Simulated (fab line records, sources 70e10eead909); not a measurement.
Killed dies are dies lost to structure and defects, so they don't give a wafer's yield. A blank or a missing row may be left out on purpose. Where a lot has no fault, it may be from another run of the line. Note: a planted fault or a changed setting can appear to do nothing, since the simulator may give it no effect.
Struck lot and sound lot, side by side || flow nandHarc || 13 steps out of a route of 1159
Sound: wafers L221.3, L221.4, L221.6. Struck: wafers L233.3, L233.5. (L233.6 of the same lot was not struck and is left out.) The cause comes at the end.
At each step with rows: each side's tool, then ch and its chambers, then its first start. Under that, the readings that differ: sound wafers || struck wafers || difference of the means || sigmas: that difference in standard deviations of wafers without a fault.
alike: a reading whose means differ by less than 2 such deviations, as well as words and numbers matching on both sides. not compared: withheld readings; readings where some wafer has no value; bounds like >300 that might hide an equal value; numbers whose values overlap and for which the record gives no deviation.
Wherever a step has rows on one side only, a row that says differs or no value, or a row with sigmas, the two part there. Non-overlapping numbers with no deviation appear without sigmas and do not part them. Lack of a reading on every wafer of one side parts them only where that side has two or more wafers.

NHARC_A_SLIT_ETCH_29: etches the open film in CF4/O2, target depth 100 nm, overetch 10 nm, time 55 s.
  sound on rieDiel-03 ch 0,1,3, day 14 16:16; struck on rieDiel-09 ch 0,1, day 17 10:19
{"reading": "drypumpMotorCurrentA (A)", "sound": "5.2 5.2 5.4", "struck": "6.6 5.7", "difference": "+0.9", "sigmas": "+2"}
  alike: oesProductAu, rfVppV, showerheadPlenumPTorr, throttleValvePct
  not compared: rfHoursCounterH
NHARC_A_SLIT_STRIP_18: strips in O2.
  sound: rieDiel-03 ch 1,3; struck: rieDiel-09 ch 0
{"reading": "drypumpMotorCurrentA (A)", "sound": "5.2 5.4 5.2", "struck": "6.6 6.6", "difference": "+1.3", "sigmas": "+3"}
  alike: oesProductAu, rfVppV, showerheadPlenumPTorr, throttleValvePct
  not compared: rfHoursCounterH
then, 2 steps without rows for these wafers: NHARC_A_SLIT_PRECLEAN_19 (cleans in SC1); NHARC_A_SLIT_SRD_20.
NHARC_A_SLIT_CD_MEAS_21:
  sound on cdSem-02 at day 14 16:50; struck on cdSem-02 at day 17 10:52
  alike: cdNm
then, 3 steps without rows for these wafers: NHARC_A_SIN_REMOVE_WET_00 (chemistry H3PO4, time 15300 s); NHARC_A_SIN_REMOVE_PRECLEAN_01 (cleans in SC1); NHARC_A_SIN_REMOVE_SRD_02.
NHARC_A_SIN_REMOVE_INSPECT_04:
  sound on defectInspect-02 at day 14 23:22; struck on defectInspect-01 at day 17 18:31
  alike: rawDefectCount
NHARC_A_WL_FILL_ALD_00: deposits Al2O3, target thk 3 nm, pulse time 3 s, ald cycles 30.
  sound on aldHk-02 ch 2,3, day 14 23:34; struck on aldHk-04 ch 0,1, day 17 18:35
  alike: heaterPowerW, precursorPulseHeightRel
  not compared: aldCycles
NHARC_A_WL_FILL_RTA_01: time 5 s.
  sound on rtpAnneal-02 ch 0, day 14 23:55; struck on rtpAnneal-02 ch 0, day 17 18:54
  alike: lampPowerPct, lamp_zone_4_pct, wafer_temp_C_max
NHARC_A_WL_FILL_ALD_02: deposits TiN, target thk 2 nm, pulse time 3 s, ald cycles 100.
  sound on aldMetal-01 ch 0,1,2, day 15 00:07; struck on aldMetal-01 ch 1,3, day 17 19:08
{"reading": "aldCycles", "sound": "100 100 100", "struck": "154 154", "difference": "+54", "sigmas": ""}
  alike: heaterPowerW, precursorPulseHeightRel
then, 1 step without rows for these wafers: NHARC_END_SORT_01.

== WHERE THEY PART ==
At NHARC_A_SLIT_ETCH_29 first; at NHARC_A_SLIT_STRIP_18 last (within this record only). Later steps at which nothing parts them and some readings are alike: NHARC_A_SLIT_CD_MEAS_21, NHARC_A_SIN_REMOVE_INSPECT_04, NHARC_A_WL_FILL_ALD_00, NHARC_A_WL_FILL_RTA_01, NHARC_A_WL_FILL_ALD_02.

WHY: what the simulator had put in
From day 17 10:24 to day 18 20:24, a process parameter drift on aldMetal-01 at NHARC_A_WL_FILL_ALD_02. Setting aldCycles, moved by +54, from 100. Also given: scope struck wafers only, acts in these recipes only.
